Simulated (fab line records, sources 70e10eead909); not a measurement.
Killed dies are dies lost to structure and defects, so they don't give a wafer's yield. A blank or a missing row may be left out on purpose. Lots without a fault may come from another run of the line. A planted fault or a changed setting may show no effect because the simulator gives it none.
fab line records | flow nand_harc
record lots=6 wafers=18 last_day=24
route steps=1159 shown THIN_TSV@1118 END@1158
lots that met no fault: from a run of the same line without faults
start_h: hours from the record's first day to the start of the lot's first wafer shown | wait_h: hours since the lot's step before | " the same as in the row above | L1.1+2: a row that stands for several wafers | - no value, or no start given | * or withheld: withheld | < > ~ a bound
route shown NAME@n: a module of which the file shows steps, and the number in the route of the first | usual: mean/standard deviation of fault-free wafers | same: alike in all rows | chamber/n: place in a boat | sites: the reading at each site | _std_site: their standard deviation | _edge_site: outer sites' mean less inner sites' | radius_mm: how far each site lies from the wafer's centre | mask NAME#n: copy n | behind: the tool/chamber that last shaped the wafer | hold: why the lot was held/for how many hours/how that ended | device: the transistor (n, p or np) that didn't switch | end of line: the same wafers' tests at the end of the route | a step without rows: its recipe alone | killed: dies lost to structure and defects at the first sort, not the wafer's yield | map: a wafer's dies, x killed, . not, _ none there
set.NAME: the setting as run; set.NAME@STEP: as run at that earlier step | model.NAME: the simulator's own value behind a step, which no gauge read
lots at some steps of the route; a table a step, a row a wafer
services: from which hour (start_h, from the record's first day; less than 0 if before it) a tool's chamber was out of use, for how many hours, and why
## steps
# step NHARC_THIN_TSV_DESCUM_14
# recipe time_s=3 o2_flow_sccm=200 ar_flow_sccm=0 bias_power_w=0 chemistry=O2
# step NHARC_THIN_TSV_ETCH_44
# recipe target_depth_a=15942 time_s=797.1 cf4_flow_sccm=150 o2_flow_sccm=10 ar_flow_sccm=0 rf_w=300 bias_w=800 chemistry=CF4/O2
# step NHARC_THIN_TSV_ETCH_15
# recipe target_depth_a=30000 bosch_target_overetch_cycles=2 bosch_etch_step_s=2.8 bosch_dep_step_s=1.2 bosch_cycles=14
# step NHARC_THIN_TSV_CD_MEAS_16
# usual cd_nm=999.2/1.4
# columns lot.wafer tool chamber start_h wait_h cd_nm
L624.1 cd_sem-03 - 460.60 0.1 998.8
L624.2 " - " " 998.1
L624.5 " - " " 1000.0
L625.2 cd_sem-02 - 486.03 0.1 997.0
L625.3 " - " " 996.8
L625.6 " - " " 997.8
L626.1 cd_sem-02 - 488.70 0.1 998.5
L626.3 " - " " 997.5
L626.6 " - " " 999.8
L631.1 cd_sem-01 - 517.52 0.1 999.0
L631.2 " - " " 1001.0
L631.3 " - " " 1001.0
L636.4 cd_sem-01 - 531.80 0.1 999.0
L636.5 " - " " 998.5
L636.6 " - " " 999.0
L639.1 cd_sem-01 - 559.52 0.1 998.1
L639.4 " - " " 998.3
L639.6 " - " " 998.1
# step NHARC_THIN_TSV_STRIP_45
# recipe power_w=1500 temp_c=250 chemistry=O2
# usual drypump_motor_current_A=6.0/0.31 heater_power_w=319/17
# columns lot.wafer tool chamber start_h wait_h drypump_motor_current_A heater_power_w rf_hours_counter_h
L624.2 plasma_asher-02 0 461.19 0.6 5.9 304 32
L624.1 " 1 " " 6.6 303 32
L624.5 " 0 " " 6.0 310 -
L625.2 plasma_asher-02 1 486.15 0.1 6.6 305 41
L625.3 " 0 " " 6.0 305 -
L625.6 " 0 " " 6.0 310 -
L626.1 plasma_asher-01 0 488.77 0.1 5.8 342 8
L626.3 " 0 " " 5.9 336 -
L626.6 " 0 " " 5.8 350 -
L631.1 plasma_asher-01 1 517.60 0.1 5.9 324 15
L631.2 " 0 " " 5.8 347 15
L631.3 " 1 " " 5.9 324 -
L636.4 plasma_asher-02 1 532.01 0.2 6.6 294 -
L636.5 " 0 " " 6.0 298 -
L636.6 " 1 " " 6.6 301 -
L639.1 plasma_asher-01 0 559.59 0.1 5.8 343 35
L639.4 " 1 " " 5.9 325 -
L639.6 " 0 " " 5.8 341 -
# step NHARC_THIN_TSV_STRIP_46
# recipe time_s=1200 temp_c=72.5 chemistry=post_etch_residue_remover
# step NHARC_THIN_TSV_DEP_47
# recipe target_thk_a=2000 temp_c=withheld pressure_torr=6.5 rf_w=900 teos_flow_sccm=161.4 flow_sccm=2650 target_thk_nm=200 gas=O2 material=SiO2
# step NHARC_THIN_TSV_ETCHBACK_48
# recipe target_depth_a=10285 over_etch_frac=0.3 time_s=405.17 ion_energy_ev=250 c4f8_flow_sccm=withheld ar_flow_sccm=withheld rf_w=600 bias_w=300 chemistry=C4F8/Ar
# step NHARC_THIN_TSV_STRIP_62
# recipe power_w=1500 temp_c=250 time_s=20 chemistry=N2/H2
# usual drypump_motor_current_A=6.1/0.34 heater_power_w=312/16
# columns lot.wafer tool chamber start_h wait_h drypump_motor_current_A heater_power_w rf_hours_counter_h
L624.2 plasma_asher-02 1 462.76 - 6.6 302 34
L624.1 " 0 " " 6.0 309 34
L624.5 " 1 " " 6.6 298 -
L625.2 plasma_asher-02 1 487.88 - 6.6 297 43
L625.3 " 1 " " 6.6 299 -
L625.6 " 0 " " 5.9 300 -
L626.1 plasma_asher-02 1 490.45 - 6.6 305 45
L626.3 " 1 " " 6.6 306 -
L626.6 " 0 " " 6.0 303 -
L631.2 plasma_asher-01 1 519.19 - 5.9 327 15
L631.1 " 0 " " 5.9 342 15
L631.3 " 0 " " 5.9 344 -
L636.4 plasma_asher-02 0 533.49 - 6.0 306 -
L636.6 " 0 " " 6.0 305 -
L636.5 " 1 " " 6.6 300 -
L639.1 plasma_asher-02 1 561.46 - 6.6 301 5
L639.4 " 1 " " 6.6 300 -
L639.6 " 0 " " 6.0 298 -
# step NHARC_THIN_TSV_DEGAS_49
# recipe temp_c=300 time_s=120
# usual heater_power_w=474/68
# columns lot.wafer tool chamber start_h wait_h heater_power_w
L624.2 pvd_sputter-01 - 462.96 0.2 555
L624.1 " - " " 478
L624.5 " - " " 423
L625.3 pvd_sputter-02 - 488.04 0.1 502
L625.2 " - " " 434
L625.6 " - " " 443
L626.1 pvd_sputter-02 - 490.60 0.1 484
L626.3 " - " " 423
L626.6 " - " " 438
L631.3 pvd_sputter-02 - 519.36 0.1 431
L631.1 " - " " 581
L631.2 " - " " 491
L636.4 pvd_sputter-02 - 533.65 0.1 507
L636.5 " - " " 435
L636.6 " - " " 435
L639.1 pvd_sputter-01 - 561.64 0.2 399
L639.4 " - " " 353
L639.6 " - " " 475
# step NHARC_THIN_TSV_PRE_CLEAN_50
# recipe time_s=30 temp_c=280 gas=H2/He
# step NHARC_THIN_TSV_PVD_19
# recipe target_thk_a=200 chamber_pressure_pa=5 material=TaN
# usual throttle_valve_pct=29.6/0.88
# columns lot.wafer tool chamber start_h wait_h throttle_valve_pct
L624.1 pvd_sputter-01 - - - 30.0
L624.2 " - " " 30.8
L624.5 " - " " 28.5
L625.3 pvd_sputter-02 - - - 28.6
L625.2 " - " " 31.0
L625.6 " - " " 29.2
L626.1 pvd_sputter-02 - - - 29.6
L626.3 " - " " 29.0
L626.6 " - " " 30.7
L631.2 pvd_sputter-02 - - - 28.8
L631.1 " - " " 29.9
L631.3 " - " " 29.6
L636.4 pvd_sputter-02 - - - 29.7
L636.5 " - " " 31.0
L636.6 " - " " 29.6
L639.1 pvd_sputter-01 - - - 30.0
L639.4 " - " " 28.3
L639.6 " - " " 30.5
# step NHARC_THIN_TSV_PVD_51
# recipe target_thk_a=1000 chamber_pressure_pa=5 material=Cu
# usual throttle_valve_pct=29.6/0.89
# columns lot.wafer tool chamber start_h wait_h throttle_valve_pct
L624.1 pvd_sputter-01 - 463.24 - 30.1
L624.2 " - " " 30.1
L624.5 " - " " 28.6
L625.3 pvd_sputter-02 - 488.35 - 29.8
L625.2 " - " " 29.1
L625.6 " - " " 31.3
L626.1 pvd_sputter-02 - 491.00 - 29.1
L626.3 " - " " 31.3
L626.6 " - " " 28.8
L631.2 pvd_sputter-02 - 519.65 - 28.8
L631.1 " - " " 30.8
L631.3 " - " " 29.8
L636.4 pvd_sputter-02 - 533.94 - 29.5
L636.6 " - " " 28.6
L636.5 " - " " 31.0
L639.4 pvd_sputter-01 - 561.91 - 30.7
L639.1 " - " " 29.6
L639.6 " - " " 30.5
# step NHARC_THIN_TSV_ECD_20
# recipe target_thk_a=20000 material=Cu
# step NHARC_THIN_TSV_ANNEAL_52
# recipe temp_c=225 time_s=90
# step NHARC_THIN_TSV_CMP_21
# recipe t_overpolish_s=30 target_thk_nm=2000
# step NHARC_THIN_TSV_SRD_23
# step NHARC_THIN_TSV_DEGAS_53
# recipe temp_c=300 time_s=60
# step NHARC_THIN_TSV_PRE_CLEAN_54
# recipe time_s=30 temp_c=280 gas=H2/He
# step NHARC_THIN_TSV_PVD_55
# recipe target_thk_a=500 material=TiN
# step NHARC_THIN_TSV_PVD_24
# recipe target_thk_a=8000 power_w=withheld chamber_pressure_pa=withheld substrate_temp_c=withheld time_s=withheld gas=Ar material=Al
# step NHARC_THIN_TSV_DEHYDRATE_25
# recipe temp_c=150 time_s=120
# step NHARC_THIN_TSV_HMDS_26
# recipe time_s=30
# step NHARC_THIN_TSV_COAT_27
# recipe spin_rpm=*
# step NHARC_THIN_TSV_SOFTBAKE_28
# recipe temp_c=122 time_s=95
# step NHARC_THIN_TSV_EBR_29
# step NHARC_THIN_TSV_EXPOSE_30
# recipe na=0.55 dose_mj=11.47 mask_id=PAD
# step NHARC_THIN_TSV_PEB_31
# recipe peb_temp_c=118 peb_time_s=85
# step NHARC_THIN_TSV_DEVELOP_32
# recipe time_s=70
# step NHARC_THIN_TSV_CD_MEAS_33
# recipe target_cd_nm=5000 landing_energy_ev=500
# usual cd_nm=4999.8/1.9
# columns lot.wafer tool chamber start_h wait_h cd_nm
L624.1 cd_sem-01 0 466.13 - 5002.7
L624.2 " 0 " " 5001.1
L624.5 " 0 " " 5002.1
L625.2 cd_sem-01 0 491.19 - 5000.1
L625.3 " 0 " " 5000.4
L625.6 " 0 " " 5000.5
L626.1 cd_sem-03 0 493.71 - 4996.7
L626.3 " 0 " " 4996.7
L626.6 " 0 " " 4996.8
L631.1 cd_sem-01 0 522.51 - 5002.8
L631.2 " 0 " " 5000.7
L631.3 " 0 " " 5001.5
L636.4 cd_sem-02 0 536.93 - 4998.5
L636.5 " 0 " " 4998.4
L636.6 " 0 " " 4998.5
L639.1 cd_sem-02 0 564.66 - 4999.9
L639.4 " 0 " " 4998.2
L639.6 " 0 " " 4999.0
# step NHARC_THIN_TSV_HARDBAKE_34
# recipe temp_c=125 time_s=80
# step NHARC_THIN_TSV_DESCUM_35
# recipe time_s=3 o2_flow_sccm=200 ar_flow_sccm=0 bias_power_w=0 chemistry=O2
# usual drypump_motor_current_A=5.5/0.41 oes_product_au=1.003/0.0086 rf_vpp_V=57.6/0.86 showerhead_plenum_p_Torr=1.88/0.07 throttle_valve_pct=11.313/0.0092
# columns lot.wafer tool chamber start_h wait_h drypump_motor_current_A oes_product_au rf_hours_counter_h rf_vpp_V showerhead_plenum_p_Torr throttle_valve_pct
L624.2 rie_diel-02 2 466.31 - 5.3 1.000 16 57.7 1.77 11.320
L624.1 " 3 " " 5.9 1.002 15 58.3 1.85 11.328
L624.5 " 1 " " 5.8 1.004 - 57.6 1.87 11.311
L625.3 rie_diel-10 0 491.36 - 5.0 1.005 10 58.6 2.01 11.307
L625.2 " 1 " " 5.6 1.000 10 57.8 1.83 11.303
L625.6 " 3 " " 5.0 1.005 - 58.2 1.91 11.304
L626.1 rie_diel-10 2 493.89 - 6.4 0.994 8 58.5 1.98 11.326
L626.3 " 3 " " 5.0 1.005 9 58.7 1.91 11.308
L626.6 " 1 " " 5.6 0.989 - 58.3 1.83 11.296
L631.3 rie_diel-10 0 522.67 - 5.0 1.019 11 59.0 2.01 11.328
L631.2 " 1 " " 5.6 1.005 11 56.1 1.83 11.318
L631.1 " 3 " " 5.0 1.015 10 58.1 1.91 11.308
L636.4 rie_diel-02 0 537.12 - 5.2 0.996 3 57.7 1.83 11.320
L636.6 " 1 " " 5.8 1.007 - 56.5 1.87 11.308
L636.5 " 2 " " 5.3 0.996 - 56.9 1.77 11.305
L639.4 rie_diel-02 3 564.82 - 5.9 1.015 7 59.6 1.85 11.314
L639.1 " 1 " " 5.8 1.009 8 57.1 1.87 11.327
L639.6 " 0 " " 5.2 0.996 - 57.4 1.83 11.330
# step NHARC_THIN_TSV_ETCH_59
# recipe target_depth_a=8800 icp_w=900 bias_w=100 Cl2_flow_sccm=60 bcl3_flow_sccm=30 time_s=138.1 chemistry=Cl2/BCl3
# step NHARC_THIN_TSV_ETCH_36
# recipe target_depth_a=650 over_etch_frac=0.3 time_s=18.571 ion_energy_ev=150 chemistry=Cl2/BCl3
# step NHARC_THIN_TSV_STRIP_56
# recipe power_w=1500 temp_c=250 chemistry=O2
# step NHARC_THIN_TSV_STRIP_57
# recipe time_s=1200 temp_c=72.5 chemistry=post_etch_residue_remover
# step NHARC_THIN_TSV_CD_MEAS_37
# usual cd_nm=4999.0/2.5
# columns lot.wafer tool chamber start_h wait_h cd_nm
L624.1 cd_sem-02 - 467.58 - 5000.9
L624.2 " - " " 4999.3
L624.5 " - " " 5002.6
L625.2 cd_sem-01 - 492.91 - 4997.4
L625.3 " - " " 4997.5
L625.6 " - " " 4998.7
L626.1 cd_sem-03 - 495.15 - 4994.1
L626.3 " - " " 4993.9
L626.6 " - " " 4995.5
L631.1 cd_sem-02 - 523.96 - 5001.5
L631.2 " - " " 5002.4
L631.3 " - " " 5004.1
L636.4 cd_sem-02 - 538.37 - 4998.0
L636.5 " - " " 4996.5
L636.6 " - " " 4996.2
L639.1 cd_sem-01 - 566.11 - 4998.9
L639.4 " - " " 4996.1
L639.6 " - " " 4997.6
# step NHARC_THIN_TSV_ANNEAL_58
# recipe temp_c=400 time_s=1800
# step NHARC_THIN_TSV_INSPECT_40
# usual raw_defect_count=452/75
# columns lot.wafer tool chamber start_h wait_h raw_defect_count
L624.1 defect_inspect-02 - 472.02 0.4 479
L624.2 " - " " 409
L624.5 " - " " 420
L626.1 defect_inspect-01 - 499.04 0.4 587
L626.3 " - " " 444
L626.6 " - " " 560
L625.2 defect_inspect-02 - 499.04 0.4 625
L625.3 " - " " 497
L625.6 " - " " 545
L631.1 defect_inspect-02 - 528.42 0.4 365
L631.2 " - " " 463
L631.3 " - " " 412
L636.4 defect_inspect-01 - 541.90 0.4 403
L636.5 " - " " 398
L636.6 " - " " 437
L639.1 defect_inspect-02 - 569.22 0.4 508
L639.4 " - " " 500
L639.6 " - " " 508
# step NHARC_END_WLT_00
# usual VT_DECK1_BOTTOM=0.872/0.0071 VT_DECK1_BOTTOM_INNER=0.872/0.0077 VT_DECK1_MEDIAN_NEAR_BOTTOM=0.872/0.0071 VT_DECK1_MEDIAN_NEAR_BOTTOM_INNER=0.873/0.0076 VT_DECK1_MIDDLE=0.885/0.0069 VT_DECK1_MIDDLE_INNER=0.885/0.0074 VT_DECK1_TOP=0.897/0.0077 VT_DECK1_TOP_INNER=0.897/0.0083
# columns lot.wafer tool chamber start_h wait_h VT_DECK1_BOTTOM VT_DECK1_BOTTOM_INNER VT_DECK1_MEDIAN_NEAR_BOTTOM VT_DECK1_MEDIAN_NEAR_BOTTOM_INNER VT_DECK1_MIDDLE VT_DECK1_MIDDLE_INNER VT_DECK1_TOP VT_DECK1_TOP_INNER
L624.1 prober-01 - 480.55 8.5 0.878 0.870 0.872 0.872 0.872 0.878 0.890 0.885
L624.2 " - " " 0.872 0.862 0.867 0.873 0.885 0.877 0.895 0.894
L624.5 " - 482.54 10.5 0.876 0.870 0.880 0.867 0.882 0.887 0.891 0.892
L625.2 prober-01 - 499.59 0.5 0.873 0.872 0.873 0.873 0.889 0.883 0.899 0.905
L625.3 " - " " 0.874 0.884 0.871 0.883 0.892 0.888 0.915 0.906
L625.6 " - 501.61 2.6 0.877 0.884 0.873 0.878 0.891 0.894 0.903 0.893
L626.1 prober-02 - 506.85 7.8 0.871 0.872 0.877 0.879 0.893 0.895 0.905 0.902
L626.3 " - 507.85 8.8 0.882 0.883 0.877 0.889 0.899 0.894 0.917 0.906
L626.6 " - 509.35 10.3 0.876 0.883 0.883 0.880 0.896 0.896 0.903 0.907
L631.1 prober-01 - 528.46 0.0 0.880 0.877 0.879 0.877 0.893 0.896 0.906 0.903
L631.3 " - " " 0.874 0.889 0.880 0.886 0.892 0.895 0.908 0.897
L636.4 prober-01 - 554.47 12.6 0.867 0.870 0.874 0.883 0.883 0.882 0.899 0.905
L636.5 " - " " 0.868 0.875 0.881 0.869 0.883 0.882 0.898 0.903
L639.1 prober-02 - 577.77 8.5 0.878 0.861 0.866 0.869 0.877 0.886 0.902 0.902
L639.4 " - 579.29 10.1 0.866 0.868 0.876 0.872 0.887 0.885 0.903 0.896
L639.6 " - 580.30 11.1 0.871 0.867 0.879 0.878 0.883 0.888 0.896 0.897
# step NHARC_END_SORT_01
# recipe temp_c=25
# usual defect_limited_yield=95.7/1.5 killed_at_array=25/9.8 killed_at_other=0.8/1.1 killed_at_periphery=3.3/2.1 killed_dies=29/10 killed_open=3.3/1.8 killed_short=1.9/1.4 sort_bin_2_pct=1.3/0.6 sort_bin_3_pct=0.25/0.23 sort_bin_4_pct=2.8/0.97 sort_n_pass=648/10 sort_rim_yield_pct=95/3.2 sort_yield_pct=95.7/1.5
# same gross_dies=677 sort_bin_5_pct[%]=0 sort_bin_6_pct[%]=0 sort_bin_7_pct[%]=0 sort_bin_8_pct[%]=0 sort_rim_n_gross=106.00
# columns lot.wafer tool chamber start_h wait_h defect_limited_yield[%] killed_at_array killed_at_other killed_at_periphery killed_dies killed_open killed_short sort_bin_2_pct[%] sort_bin_3_pct[%] sort_bin_4_pct[%] sort_n_pass sort_rim_yield_pct[%] sort_yield_pct[%]
L625.2 prober-01 0 502.91 2.8 96.3 19 0 6 25 2 4 0.7 0.15 2.8 652 95 96.3
L625.3 prober-01 0 503.70 3.1 95.7 22 0 7 29 1 2 1.5 0 2.8 648 95 95.7
L625.6 prober-01 0 506.08 4.0 97.0 14 0 6 20 4 0 1.5 0.15 1.3 657 94 97.0
L626.6 prober-02 0 513.84 4.0 94.2 31 1 7 39 5 3 1.5 0.59 3.7 638 92 94.2
L631.2 prober-01 0 532.23 2.8 0 35 640 2 677 7 3 96.0 0.30 3.7 0 0 0
L636.6 prober-01 0 559.92 4.0 0 18 653 6 677 4 1 97.2 0.15 2.7 0 0 0
L639.1 prober-02 0 580.80 2.5 93.5 37 0 7 44 3 0 2.7 0.74 3.1 633 99 93.5
L639.4 prober-02 0 583.18 3.4 93.5 40 0 4 44 6 1 1.9 0.15 4.4 633 94 93.5
L639.6 prober-02 0 584.77 4.0 93.5 39 1 4 44 5 1 2.2 0.15 4.1 633 97 93.5
# killed by level:class
L625.2 A_STAIRCASE:chamber_film_flake=4 A_CHANNEL_HOLE_D1:chamber_film_flake=3 A_CONTACT:chamber_film_flake=3 P_GATE:chamber_film_flake=2 P_CONTACT:chamber_film_flake=2 A_CHANNEL_FILL_D1:chamber_film_flake=2 P_M0:geometric_particle:open=1 A_SOURCE_PLATE:geometric_particle:short=1
L625.3 A_CONTACT:chamber_film_flake=9 P_CONTACT:chamber_film_flake=6 A_CHANNEL_HOLE_D1:chamber_film_flake=4 A_STAIRCASE:chamber_film_flake=3 A_CHANNEL_FILL_D1:chamber_film_flake=2 A_CHANNEL_FILL_D1:geometric_particle:short=1 A_CONTACT:geometric_particle:short=1 A_BLC:geometric_particle:open=1
L625.6 P_CONTACT:chamber_film_flake=3 A_STAIRCASE:chamber_film_flake=3 A_CHANNEL_FILL_D1:geometric_particle:open=2 A_CONTACT:geometric_particle:open=2 P_GATE:chamber_film_flake=2 A_CHANNEL_HOLE_D1:chamber_film_flake=2 A_CHANNEL_FILL_D1:chamber_film_flake=2 A_CONTACT:chamber_film_flake=2
L626.6 A_SLIT:chamber_film_flake=13 A_CHANNEL_HOLE_D1:chamber_film_flake=10 P_STI:chamber_film_flake=3 P_GATE:geometric_particle:open=2 P_CONTACT:geometric_particle:open=1 P_M1:geometric_particle:open=1 A_SOURCE_PLATE:geometric_particle:open=1 A_CHANNEL_HOLE_D1:geometric_particle:short=1
L631.2 THIN_TSV:area_pvd=639 A_CHANNEL_HOLE_D1:chamber_film_flake=15 A_STAIRCASE:chamber_film_flake=6 A_CONTACT:chamber_film_flake=3 A_SGD_CUT:geometric_particle:short=2 A_CONTACT:geometric_particle:open=2 A_WL_FILL:chamber_film_flake=2 P_GATE:geometric_particle:open=1
L636.6 THIN_TSV:area_pvd=652 P_STI:chamber_film_flake=6 A_CHANNEL_HOLE_D1:chamber_film_flake=6 A_CONTACT:chamber_film_flake=4 A_CHANNEL_FILL_D1:geometric_particle:open=2 A_WL_FILL:chamber_film_flake=2 A_CHANNEL_HOLE_D1:geometric_particle:open=1 A_CHANNEL_FILL_D1:geometric_particle:short=1
L639.1 A_SLIT:chamber_film_flake=18 A_CONTACT:chamber_film_flake=8 A_CHANNEL_HOLE_D1:chamber_film_flake=6 P_M2:chamber_film_flake=3 P_CONTACT:geometric_particle:open=2 A_STAIRCASE:chamber_film_flake=2 A_BLC:chamber_film_flake=2 A_CONTACT:geometric_particle:open=1
L639.4 A_SLIT:chamber_film_flake=21 A_CONTACT:chamber_film_flake=5 A_CHANNEL_HOLE_D1:chamber_film_flake=4 P_M0:geometric_particle:open=2 A_CONTACT:geometric_particle:open=2 A_WL_FILL:chamber_film_flake=2 A_BLC:chamber_film_flake=2 A_CHANNEL_FILL_D1:geometric_particle:short=1
L639.6 A_SLIT:chamber_film_flake=16 A_CHANNEL_HOLE_D1:chamber_film_flake=9 A_STAIRCASE:chamber_film_flake=5 A_CONTACT:chamber_film_flake=3 P_M2:chamber_film_flake=2 A_ONON_D1:geometric_particle:short=1 A_ONON_D1:geometric_particle:open=1 A_SLIT:geometric_particle:open=1
# map L631.2 (x killed, . not)
____________x____________
_________xxxxxxx_________
_______xxxxxxxxxxx_______
______xxxxxxxxxxxxx______
_____xxxxxxxxxxxxxxx_____
____xxxxxxxxxxxxxxxxx____
____xxxxxxxxxxxxxxxxx____
___xxxxxxxxxxxxxxxxxxx___
___xxxxxxxxxxxxxxxxxxx___
__xxxxxxxxxxxxxxxxxxxxx__
__xxxxxxxxxxxxxxxxxxxxx__
_xxxxxxxxxxxxxxxxxxxxxxx_
_xxxxxxxxxxxxxxxxxxxxxxx_
_xxxxxxxxxxxxxxxxxxxxxxx_
_xxxxxxxxxxxxxxxxxxxxxxx_
_xxxxxxxxxxxxxxxxxxxxxxx_
xxxxxxxxxxxxxxxxxxxxxxxxx
xxxxxxxxxxxxxxxxxxxxxxxxx
xxxxxxxxxxxxxxxxxxxxxxxxx
xxxxxxxxxxxxxxxxxxxxxxxxx
xxxxxxxxxxxxxxxxxxxxxxxxx
_xxxxxxxxxxxxxxxxxxxxxxx_
_xxxxxxxxxxxxxxxxxxxxxxx_
_xxxxxxxxxxxxxxxxxxxxxxx_
_xxxxxxxxxxxxxxxxxxxxxxx_
_xxxxxxxxxxxxxxxxxxxxxxx_
__xxxxxxxxxxxxxxxxxxxxx__
__xxxxxxxxxxxxxxxxxxxxx__
___xxxxxxxxxxxxxxxxxxx___
___xxxxxxxxxxxxxxxxxxx___
____xxxxxxxxxxxxxxxxx____
____xxxxxxxxxxxxxxxxx____
_____xxxxxxxxxxxxxxx_____
______xxxxxxxxxxxxx______
_______xxxxxxxxxxx_______
_________xxxxxxx_________
____________x____________
# map L636.6 (x killed, . not)
____________x____________
_________xxxxxxx_________
_______xxxxxxxxxxx_______
______xxxxxxxxxxxxx______
_____xxxxxxxxxxxxxxx_____
____xxxxxxxxxxxxxxxxx____
____xxxxxxxxxxxxxxxxx____
___xxxxxxxxxxxxxxxxxxx___
___xxxxxxxxxxxxxxxxxxx___
__xxxxxxxxxxxxxxxxxxxxx__
__xxxxxxxxxxxxxxxxxxxxx__
_xxxxxxxxxxxxxxxxxxxxxxx_
_xxxxxxxxxxxxxxxxxxxxxxx_
_xxxxxxxxxxxxxxxxxxxxxxx_
_xxxxxxxxxxxxxxxxxxxxxxx_
_xxxxxxxxxxxxxxxxxxxxxxx_
xxxxxxxxxxxxxxxxxxxxxxxxx
xxxxxxxxxxxxxxxxxxxxxxxxx
xxxxxxxxxxxxxxxxxxxxxxxxx
xxxxxxxxxxxxxxxxxxxxxxxxx
xxxxxxxxxxxxxxxxxxxxxxxxx
_xxxxxxxxxxxxxxxxxxxxxxx_
_xxxxxxxxxxxxxxxxxxxxxxx_
_xxxxxxxxxxxxxxxxxxxxxxx_
_xxxxxxxxxxxxxxxxxxxxxxx_
_xxxxxxxxxxxxxxxxxxxxxxx_
__xxxxxxxxxxxxxxxxxxxxx__
__xxxxxxxxxxxxxxxxxxxxx__
___xxxxxxxxxxxxxxxxxxx___
___xxxxxxxxxxxxxxxxxxx___
____xxxxxxxxxxxxxxxxx____
____xxxxxxxxxxxxxxxxx____
_____xxxxxxxxxxxxxxx_____
______xxxxxxxxxxxxx______
_______xxxxxxxxxxx_______
_________xxxxxxx_________
____________x____________
## services
# columns tool chamber start_h hours kind
rie_diel-02 3 451.06 3.0 repair
pvd_sputter-01 - 452.56 1.1 repair
plasma_asher-01 - 453.00 9.0 pm
plasma_asher-01 0 453.00 9.0 vent_cycle
plasma_asher-01 1 453.00 9.0 vent_cycle
rie_diel-02 1 456.85 2.5 repair
rie_diel-02 0 459.57 - clean
rie_diel-02 1 459.57 - clean
rie_diel-02 2 459.57 - clean
plasma_asher-01 0 462.00 - clean
plasma_asher-01 1 462.00 - clean
plasma_asher-01 - 484.49 3.4 repair
rie_diel-02 0 492.53 2.7 repair
rie_diel-02 1 495.84 4.4 repair
rie_diel-02 - 504.86 9.0 pm
pvd_sputter-01 - 518.03 10.0 pm
rie_diel-10 - 530.53 9.0 pm
plasma_asher-02 - 537.55 9.0 pm
plasma_asher-02 0 537.55 9.0 vent_cycle
plasma_asher-02 1 537.55 9.0 vent_cycle
rie_diel-02 0 542.04 8.0 repair
plasma_asher-02 0 546.55 - clean
plasma_asher-02 1 546.55 - clean
rie_diel-02 2 550.23 3.1 repair
## key
first_sign step=NHARC_END_SORT_01 reading=killed_at_other direction=up sigmas=99+ usual=0.8 struck=646.5
effect step=NHARC_END_SORT_01 reading=sort_bin_2_pct direction=up sigmas=99+ usual=1.3 struck=96.6
more_kills_born_at NHARC_THIN_TSV_PVD_51@pvd_sputter-02=1291
met_at NHARC_THIN_TSV_PVD_51
struck_wafers L631.2,L636.6
later_rows_left_out L631.2,L636.6
onset_between 491.00 519.65
fault kind=process_parameter_drift tool=pvd_sputter-02 chamber=- onset_h=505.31 steps=NHARC_THIN_TSV_PVD_51 channel=target_thk_a offset=* shape=step end_h=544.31 acts_in=* stated=* scope=struck_wafers_only
# later_rows_left_out: the simulator's readings of these wafers behind a module that went badly wrong aren't trusted and aren't shown, but for the sort
